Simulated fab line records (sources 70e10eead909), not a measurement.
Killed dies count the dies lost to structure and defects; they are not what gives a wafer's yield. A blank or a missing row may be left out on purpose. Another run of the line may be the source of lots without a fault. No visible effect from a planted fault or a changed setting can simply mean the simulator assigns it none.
Which tool was responsible? + flow nandHarc + Sampling: 24 lots, 72 wafers, 6 of 1302 route steps

## WHAT THE GAUGES READ, wafer by wafer
No reading from a measuring or inspecting step in the record can be judged against a usual standard deviation.

## WHAT TOOL EACH LOT RAN ON (gives the tool, then ch and the chambers of the sampled wafers, and finally the start)
| lot  | NHARC_A_STAIRCASE_ALD_420       | NHARC_A_STAIRCASE_DEP_151       | NHARC_A_STAIRCASE_ETCHBACK_422    | NHARC_A_SLIT_DEP_00          | NHARC_A_SLIT_ETCH_17            | NHARC_A_WL_FILL_STRIP_27            |
|------|---------------------------------|---------------------------------|-----------------------------------|------------------------------|---------------------------------|-------------------------------------|
| L074 | aldHk-04 ch 1,2,3, day 17 23:06 | pecvd-01 ch 0,1,2, day 18 10:47 | rieDiel-13 ch 0,1,2, day 19 18:35 | aclDep-03 ch 0, day 20 07:32 | harEtch-02 ch 0,1, day 20 16:14 | plasmaAsher-01 ch 0,1, day 21 05:38 |
| L076 | aldHk-02 ch 1,2,3, day 18 09:09 | pecvd-02 ch 0,1, day 18 17:07   | rieDiel-06 ch 0,2,3, day 20 00:20 | aclDep-02 ch 0, day 20 12:50 | harEtch-02 ch 0,1, day 21 00:52 | plasmaAsher-02 ch 0,1, day 21 13:46 |
| L075 | aldHk-04 ch 1,2,3, day 18 09:19 | pecvd-03 ch 0,2, day 18 17:13   | rieDiel-06 ch 0,1,2, day 20 00:38 | aclDep-01 ch 0, day 20 13:07 | harEtch-01 ch 0,1, day 20 22:06 | plasmaAsher-02 ch 0,1, day 21 10:33 |
| L077 | aldHk-01 ch 2,3, day 18 10:05   | pecvd-01 ch 0,1,2, day 18 17:25 | rieDiel-13 ch 0,1,3, day 20 00:41 | aclDep-03 ch 0, day 20 15:47 | harEtch-01 ch 0,1, day 21 01:56 | plasmaAsher-01 ch 0,1, day 21 13:55 |
| L078 | aldHk-02 ch 0,1,2, day 18 20:53 | pecvd-03 ch 0,1,2, day 19 04:52 | rieDiel-13 ch 1,2,3, day 20 16:18 | aclDep-01 ch 0, day 21 01:49 | harEtch-02 ch 0,1, day 21 12:26 | plasmaAsher-02 ch 0,1, day 22 01:52 |
| L079 | aldHk-02 ch 0,1,3, day 19 04:17 | pecvd-01 ch 0,2, day 19 12:24   | rieDiel-06 ch 0,1,2, day 20 16:29 | aclDep-02 ch 0, day 21 03:35 | harEtch-01 ch 0,1, day 21 12:55 | plasmaAsher-01 ch 0,1, day 22 02:07 |
| L080 | aldHk-02 ch 1,2,3, day 19 17:40 | pecvd-01 ch 0,1,2, day 20 01:50 | rieDiel-01 ch 1,3, day 21 14:50   | aclDep-01 ch 0, day 22 05:50 | harEtch-02 ch 0,1, day 22 11:47 | plasmaAsher-01 ch 1, day 23 00:43   |
| L081 | aldHk-04 ch 1,3, day 20 00:49   | pecvd-03 ch 0,2, day 20 09:41   | rieDiel-06 ch 0,2,3, day 21 23:57 | aclDep-01 ch 0, day 22 09:39 | harEtch-01 ch 1, day 22 14:55   | plasmaAsher-01 ch 1, day 23 04:24   |
| L082 | aldHk-04 ch 0,1, day 20 10:55   | pecvd-01 ch 1,2, day 20 19:08   | rieDiel-13 ch 0,1,2, day 22 10:00 | aclDep-01 ch 0, day 22 19:55 | harEtch-02 ch 0,1, day 23 04:37 | plasmaAsher-01 ch 0,1, day 23 18:17 |
| L083 | aldHk-04 ch 0,1,3, day 20 17:26 | pecvd-03 ch 0,2, day 21 01:24   | rieDiel-13 ch 1,2,3, day 22 10:35 | aclDep-02 ch 0, day 22 19:36 | harEtch-01 ch 0,1, day 23 00:53 | plasmaAsher-02 ch 0,1, day 23 14:17 |
| L084 | aldHk-01 ch 1,2,3, day 21 20:13 | pecvd-01 ch 0,1, day 22 05:15   | rieDiel-01 ch 0,3, day 23 15:56   | aclDep-03 ch 0, day 24 02:17 | harEtch-01 ch 0,1, day 24 08:04 | plasmaAsher-01 ch 0, day 25 01:29   |
| L085 | aldHk-01 ch 0,1,3, day 21 22:06 | pecvd-02 ch 0,2, day 22 05:15   | rieDiel-13 ch 1,2,3, day 23 19:40 | aclDep-03 ch 0, day 24 09:18 | harEtch-01 ch 0,1, day 25 00:56 | plasmaAsher-01 ch 0,1, day 25 14:23 |
| L086 | aldHk-02 ch 1,2,3, day 22 04:46 | pecvd-03 ch 0,1,2, day 22 13:26 | rieDiel-06 ch 1,2,3, day 23 19:20 | aclDep-02 ch 0, day 24 08:03 | harEtch-02 ch 0,1, day 25 02:04 | plasmaAsher-01 ch 0,1, day 25 14:17 |
| L087 | aldHk-04 ch 0,2, day 22 12:02   | pecvd-03 ch 1,2, day 22 20:25   | rieDiel-01 ch 1,2, day 24 01:14   | aclDep-03 ch 0, day 25 04:43 | harEtch-02 ch 0,1, day 25 18:20 | plasmaAsher-02 ch 0,1, day 27 05:43 |
| L088 | aldHk-04 ch 1,2, day 23 05:11   | pecvd-01 ch 0,1,2, day 23 13:21 | rieDiel-06 ch 0,3, day 24 20:17   | aclDep-02 ch 0, day 25 09:34 | harEtch-01 ch 0,1, day 25 18:26 | plasmaAsher-01 ch 0,1, day 27 05:55 |
| L089 | aldHk-01 ch 1,3, day 23 13:50   | pecvd-02 ch 0,1, day 23 22:07   | rieDiel-06 ch 0,1,2, day 25 06:40 | aclDep-03 ch 0, day 25 18:08 | harEtch-02 ch 0,1, day 26 05:14 | plasmaAsher-02 ch 0,1, day 27 05:59 |
| L090 | aldHk-04 ch 1,3, day 23 23:05   | pecvd-01 ch 0,2, day 24 07:20   | rieDiel-13 ch 0,3, day 25 16:46   | aclDep-03 ch 0, day 26 03:28 | harEtch-02 ch 0,1, day 26 09:05 | plasmaAsher-02 ch 0, day 27 06:17   |
| L091 | aldHk-04 ch 0,2,3, day 24 05:11 | pecvd-03 ch 0,2, day 24 13:08   | rieDiel-06 ch 0,3, day 25 16:55   | aclDep-01 ch 0, day 26 04:29 | harEtch-01 ch 0,1, day 26 10:43 | plasmaAsher-01 ch 0,1, day 27 06:13 |
| L093 | aldHk-04 ch 1,2, day 25 04:21   | pecvd-03 ch 0,1,2, day 25 12:47 | rieDiel-01 ch 0,1,3, day 26 19:59 | aclDep-01 ch 0, day 27 07:12 | harEtch-02 ch 0,1, day 27 15:41 | plasmaAsher-02 ch 0,1, day 28 03:32 |
| L092 | aldHk-02 ch 0,2,3, day 25 10:31 | pecvd-01 ch 0,1,2, day 25 18:28 | rieDiel-13 ch 2,3, day 27 01:37   | aclDep-03 ch 0, day 27 13:17 | harEtch-01 ch 0,1, day 27 23:19 | plasmaAsher-01 ch 0,1, day 28 11:42 |
| L095 | aldHk-01 ch 0,3, day 27 04:37   | pecvd-03 ch 0,1, day 27 12:47   | rieDiel-13 ch 1,2,3, day 28 18:18 | aclDep-01 ch 0, day 29 10:47 | harEtch-01 ch 0,1, day 29 18:50 | plasmaAsher-02 ch 0,1, day 30 08:18 |
| L097 | aldHk-01 ch 1,2, day 27 05:24   | pecvd-02 ch 0,1, day 27 12:35   | rieDiel-13 ch 0,3, day 28 18:20   | aclDep-02 ch 0, day 29 08:23 | harEtch-02 ch 0,1, day 29 16:26 | plasmaAsher-02 ch 0,1, day 30 08:08 |
| L094 | aldHk-01 ch 0,1,2, day 27 06:22 | pecvd-02 ch 0,1,2, day 27 13:10 | rieDiel-13 ch 1,2,3, day 28 18:55 | aclDep-03 ch 0, day 29 10:14 | harEtch-02 ch 0,1, day 29 20:18 | plasmaAsher-01 ch 0,1, day 30 13:12 |
| L096 | aldHk-01 ch 0,1,2, day 27 07:29 | pecvd-01 ch 0,1, day 27 12:41   | rieDiel-01 ch 0,1,2, day 28 21:35 | aclDep-02 ch 0, day 29 14:35 | harEtch-01 ch 0,1, day 29 22:38 | plasmaAsher-02 ch 0, day 30 13:05   |
- NHARC_A_STAIRCASE_ALD_420: deposits SiO2, target thk 20 nm, pulse time 6 s, ald cycles 200.
- NHARC_A_STAIRCASE_DEP_151: deposits SiO2, target thk 7200 nm.
- NHARC_A_STAIRCASE_ETCHBACK_422: etches the open film in CH3F/O2, target depth 40 nm, time 74.286 s.
- NHARC_A_SLIT_DEP_00: deposits aC, target thk 6200 nm.
- NHARC_A_SLIT_ETCH_17: etches the open film in C4F8/O2/Ar, time 4254.5 s, target depth 20300 nm.
- NHARC_A_WL_FILL_STRIP_27: strips in N2/H2, time 20 s.

## WHAT THE TOOLS THEMSELVES READ (means of the sampled wafers that have a number; where no wafer has one, the mark that the record gives instead)
NHARC_A_STAIRCASE_ALD_420. Usual: heaterPowerW 459 W, standard deviation 38; precursorPulseHeightRel 0.999, standard deviation 0.018.
| lot  | tool     | heaterPowerW (W) | precursorPulseHeightRel | flag |
|------|----------|------------------|-------------------------|------|
| L074 | aldHk-04 | 445              | 0.989                   |      |
| L076 | aldHk-02 | 483              | 1.009                   |      |
| L075 | aldHk-04 | 444              | 1.001                   |      |
| L077 | aldHk-01 | 448              | 1.007                   |      |
| L078 | aldHk-02 | 462              | 1.007                   |      |
| L079 | aldHk-02 | 454              | 1.010                   |      |
| L080 | aldHk-02 | 483              | 1.007                   |      |
| L081 | aldHk-04 | 451              | 0.993                   |      |
| L082 | aldHk-04 | 432              | 0.995                   |      |
| L083 | aldHk-04 | 448              | 0.993                   |      |
| L084 | aldHk-01 | 446              | 1.008                   |      |
| L085 | aldHk-01 | 482              | 0.981                   |      |
| L086 | aldHk-02 | 481              | 0.998                   |      |
| L087 | aldHk-04 | 464              | 1.004                   |      |
| L088 | aldHk-04 | 446              | 0.992                   |      |
| L089 | aldHk-01 | 461              | 0.995                   |      |
| L090 | aldHk-04 | 419              | 0.997                   |      |
| L091 | aldHk-04 | 471              | 1.009                   |      |
| L093 | aldHk-04 | 421              | 1.012                   |      |
| L092 | aldHk-02 | 466              | 1.010                   |      |
| L095 | aldHk-01 | 519              | 0.985                   |      |
| L097 | aldHk-01 | 435              | 0.992                   |      |
| L094 | aldHk-01 | 460              | 0.985                   |      |
| L096 | aldHk-01 | 458              | 1.017                   |      |

NHARC_A_STAIRCASE_DEP_151. Usual: 680 W for heaterPowerW, sd 66.
| lot  | tool     | heaterPowerW (W) | flag |
|------|----------|------------------|------|
| L074 | pecvd-01 | 745              |      |
| L076 | pecvd-02 | 692              |      |
| L075 | pecvd-03 | 620              |      |
| L077 | pecvd-01 | 641              |      |
| L078 | pecvd-03 | 713              |      |
| L079 | pecvd-01 | 742              |      |
| L080 | pecvd-01 | 670              |      |
| L081 | pecvd-03 | 696              |      |
| L082 | pecvd-01 | 709              |      |
| L083 | pecvd-03 | 662              |      |
| L084 | pecvd-01 | 699              |      |
| L085 | pecvd-02 | 683              |      |
| L086 | pecvd-03 | 623              |      |
| L087 | pecvd-03 | 627              |      |
| L088 | pecvd-01 | 702              |      |
| L089 | pecvd-02 | 695              |      |
| L090 | pecvd-01 | 709              |      |
| L091 | pecvd-03 | 666              |      |
| L093 | pecvd-03 | 635              |      |
| L092 | pecvd-01 | 652              |      |
| L095 | pecvd-03 | 668              |      |
| L097 | pecvd-02 | 666              |      |
| L094 | pecvd-02 | 656              |      |
| L096 | pecvd-01 | 746              |      |

NHARC_A_STAIRCASE_ETCHBACK_422. Usual: drypumpMotorCurrentA 5.8 A, standard deviation 0.43; oesProductAu 0.95 a.u., standard deviation 0.034; rfVppV 244.5 V, standard deviation 1.9; showerheadPlenumPTorr 2.48 Torr, standard deviation 0.12; throttleValvePct 20.662 %, standard deviation 0.0087.
| lot  | tool       | drypumpMotorCurrentA (A) | oesProductAu (a.u.) | rfVppV (V) | showerheadPlenumPTorr (Torr) | throttleValvePct (%) | flag |
|------|------------|--------------------------|---------------------|------------|------------------------------|----------------------|------|
| L074 | rieDiel-13 | 5.8                      | 0.93                | 245.6      | 2.51                         | 20.662               |      |
| L076 | rieDiel-06 | 5.7                      | 0.93                | 243.5      | 2.41                         | 20.659               |      |
| L075 | rieDiel-06 | 5.9                      | 0.93                | 243.6      | 2.39                         | 20.660               |      |
| L077 | rieDiel-13 | 5.8                      | 0.93                | 244.9      | 2.52                         | 20.662               |      |
| L078 | rieDiel-13 | 6.1                      | 0.99                | 244.0      | 2.47                         | 20.671               |      |
| L079 | rieDiel-06 | 5.9                      | 0.92                | 243.3      | 2.38                         | 20.658               |      |
| L080 | rieDiel-01 | 6.2                      | 0.93                | 242.8      | 2.34                         | 20.665               |      |
| L081 | rieDiel-06 | 5.7                      | 1.01                | 243.6      | 2.40                         | 20.659               |      |
| L082 | rieDiel-13 | 5.7                      | 0.92                | 245.6      | 2.50                         | 20.675               |      |
| L083 | rieDiel-13 | 6.0                      | 1.00                | 244.5      | 2.47                         | 20.667               |      |
| L084 | rieDiel-01 | 5.8                      | 0.92                | 245.7      | 2.53                         | 20.666               |      |
| L085 | rieDiel-13 | 6.0                      | 1.01                | 244.0      | 2.47                         | 20.663               |      |
| L086 | rieDiel-06 | 5.5                      | 0.92                | 244.2      | 2.44                         | 20.659               |      |
| L087 | rieDiel-01 | 5.7                      | 1.00                | 243.1      | 2.38                         | 20.666               |      |
| L088 | rieDiel-06 | 5.8                      | 0.93                | 242.6      | 2.40                         | 20.660               |      |
| L089 | rieDiel-06 | 5.9                      | 0.92                | 245.1      | 2.50                         | 20.661               |      |
| L090 | rieDiel-13 | 6.0                      | 1.01                | 246.2      | 2.55                         | 20.666               |      |
| L091 | rieDiel-06 | 5.7                      | 0.94                | 244.2      | 2.40                         | 20.663               |      |
| L093 | rieDiel-01 | 5.8                      | 0.92                | 245.8      | 2.53                         | 20.672               |      |
| L092 | rieDiel-13 | 6.3                      | 0.98                | 245.5      | 2.51                         | 20.668               |      |
| L095 | rieDiel-13 | 6.0                      | 0.97                | 244.4      | 2.45                         | 20.666               |      |
| L097 | rieDiel-13 | 6.0                      | 0.92                | 245.3      | 2.54                         | 20.655               |      |
| L094 | rieDiel-13 | 6.0                      | 0.92                | 243.3      | 2.45                         | 20.673               |      |
| L096 | rieDiel-01 | 5.6                      | 0.92                | 246.1      | 2.60                         | 20.661               |      |

NHARC_A_SLIT_DEP_00. Usual: 35.001 % for throttleValvePct, sd 0.0088.
| lot  | tool      | throttleValvePct (%) | flag |
|------|-----------|----------------------|------|
| L074 | aclDep-03 | 34.999               |      |
| L076 | aclDep-02 | 34.999               |      |
| L075 | aclDep-01 | 34.994               |      |
| L077 | aclDep-03 | 35.008               |      |
| L078 | aclDep-01 | 35.007               |      |
| L079 | aclDep-02 | 35.007               |      |
| L080 | aclDep-01 | 35.002               |      |
| L081 | aclDep-01 | 35.007               |      |
| L082 | aclDep-01 | 34.997               |      |
| L083 | aclDep-02 | 34.997               |      |
| L084 | aclDep-03 | 35.001               |      |
| L085 | aclDep-03 | 35.004               |      |
| L086 | aclDep-02 | 35.007               |      |
| L087 | aclDep-03 | 34.999               |      |
| L088 | aclDep-02 | 35.002               |      |
| L089 | aclDep-03 | 35.003               |      |
| L090 | aclDep-03 | 34.997               |      |
| L091 | aclDep-01 | 34.997               |      |
| L093 | aclDep-01 | 34.998               |      |
| L092 | aclDep-03 | 34.994               |      |
| L095 | aclDep-01 | 34.996               |      |
| L097 | aclDep-02 | 34.998               |      |
| L094 | aclDep-03 | 34.997               |      |
| L096 | aclDep-02 | 35.000               |      |

NHARC_A_SLIT_ETCH_17. Usual: drypumpMotorCurrentA 5.7 A, standard deviation 0.65; showerheadPlenumPTorr 3.71 Torr, standard deviation 0.19; throttleValvePct 32.045 %, standard deviation 0.0082.
| lot  | tool       | drypumpMotorCurrentA (A) | showerheadPlenumPTorr (Torr) | throttleValvePct (%) | flag |
|------|------------|--------------------------|------------------------------|----------------------|------|
| L074 | harEtch-02 | 5.4                      | 3.92                         | 32.051               |      |
| L076 | harEtch-02 | 5.4                      | 3.91                         | 32.041               |      |
| L075 | harEtch-01 | 5.5                      | 3.58                         | 32.049               |      |
| L077 | harEtch-01 | 5.8                      | 3.53                         | 32.048               |      |
| L078 | harEtch-02 | 5.4                      | 3.91                         | 32.048               |      |
| L079 | harEtch-01 | 5.5                      | 3.57                         | 32.049               |      |
| L080 | harEtch-02 | 5.4                      | 3.90                         | 32.047               |      |
| L081 | harEtch-01 | 6.0                      | 3.47                         | 32.040               |      |
| L082 | harEtch-02 | 5.9                      | 3.89                         | 32.046               |      |
| L083 | harEtch-01 | 5.8                      | 3.52                         | 32.038               |      |
| L084 | harEtch-01 | 5.8                      | 3.51                         | 32.048               |      |
| L085 | harEtch-01 | 5.5                      | 3.55                         | 32.045               |      |
| L086 | harEtch-02 | 5.9                      | 3.89                         | 32.048               |      |
| L087 | harEtch-02 | 5.9                      | 3.88                         | 32.042               |      |
| L088 | harEtch-01 | 5.5                      | 3.55                         | 32.046               |      |
| L089 | harEtch-02 | 5.9                      | 3.87                         | 32.049               |      |
| L090 | harEtch-02 | 5.9                      | 3.87                         | 32.043               |      |
| L091 | harEtch-01 | 5.5                      | 3.54                         | 32.053               |      |
| L093 | harEtch-02 | 5.9                      | 3.86                         | 32.041               |      |
| L092 | harEtch-01 | 5.8                      | 3.48                         | 32.050               |      |
| L095 | harEtch-01 | 5.8                      | 3.48                         | 32.044               |      |
| L097 | harEtch-02 | 5.9                      | 3.85                         | 32.045               |      |
| L094 | harEtch-02 | 5.9                      | 3.85                         | 32.043               |      |
| L096 | harEtch-01 | 5.8                      | 3.48                         | 32.053               |      |

NHARC_A_WL_FILL_STRIP_27. Usual: drypumpMotorCurrentA 5.8 A, standard deviation 0.33; heaterPowerW 342 W, standard deviation 44.
| lot  | tool           | drypumpMotorCurrentA (A) | heaterPowerW (W) | flag |
|------|----------------|--------------------------|------------------|------|
| L074 | plasmaAsher-01 | 5.5                      | 309              |      |
| L076 | plasmaAsher-02 | 6.2                      | 394              |      |
| L075 | plasmaAsher-02 | 6.2                      | 387              |      |
| L077 | plasmaAsher-01 | 5.5                      | 309              |      |
| L078 | plasmaAsher-02 | 6.0                      | 372              |      |
| L079 | plasmaAsher-01 | 5.5                      | 312              |      |
| L080 | plasmaAsher-01 | 5.8                      | 313              |      |
| L081 | plasmaAsher-01 | 5.8                      | 312              |      |
| L082 | plasmaAsher-01 | 5.6                      | 299              |      |
| L083 | plasmaAsher-02 | 6.0                      | 373              |      |
| L084 | plasmaAsher-01 | 5.4                      | 292              |      |
| L085 | plasmaAsher-01 | 5.6                      | 308              |      |
| L086 | plasmaAsher-01 | 5.7                      | 308              |      |
| L087 | plasmaAsher-02 | 6.0                      | 378              |      |
| L088 | plasmaAsher-01 | 5.6                      | 306              |      |
| L089 | plasmaAsher-02 | 6.2                      | 394              |      |
| L090 | plasmaAsher-02 | 6.3                      | 405              |      |
| L091 | plasmaAsher-01 | 5.5                      | 297              |      |
| L093 | plasmaAsher-02 | 6.2                      | 395              |      |
| L092 | plasmaAsher-01 | 5.5                      | 299              |      |
| L095 | plasmaAsher-02 | 6.2                      | 397              |      |
| L097 | plasmaAsher-02 | 6.2                      | 395              |      |
| L094 | plasmaAsher-01 | 5.7                      | 313              |      |
| L096 | plasmaAsher-02 | 6.3                      | 407              |      |

## THE ANSWER, worked out from the rows above alone
Rule: a lot counts as off when the mean over its wafers that have a number is more than 3 standard deviations away from the usual mean. Also off: a lot with no number at a reading for which 4 or more lots have one. All remaining lots with rows at the step are treated as sound. Order of review: gauges by route order, followed by the tools' own readings, for which a lot's mean as printed above is used. The first step at which some lot is off is used, and at that step the reading that is off furthest; a lot without a number counts as furthest.
No lot is off at any reading shown: from this, nothing can be told.

## WHAT WAS PUT IN BY THE SIMULATOR
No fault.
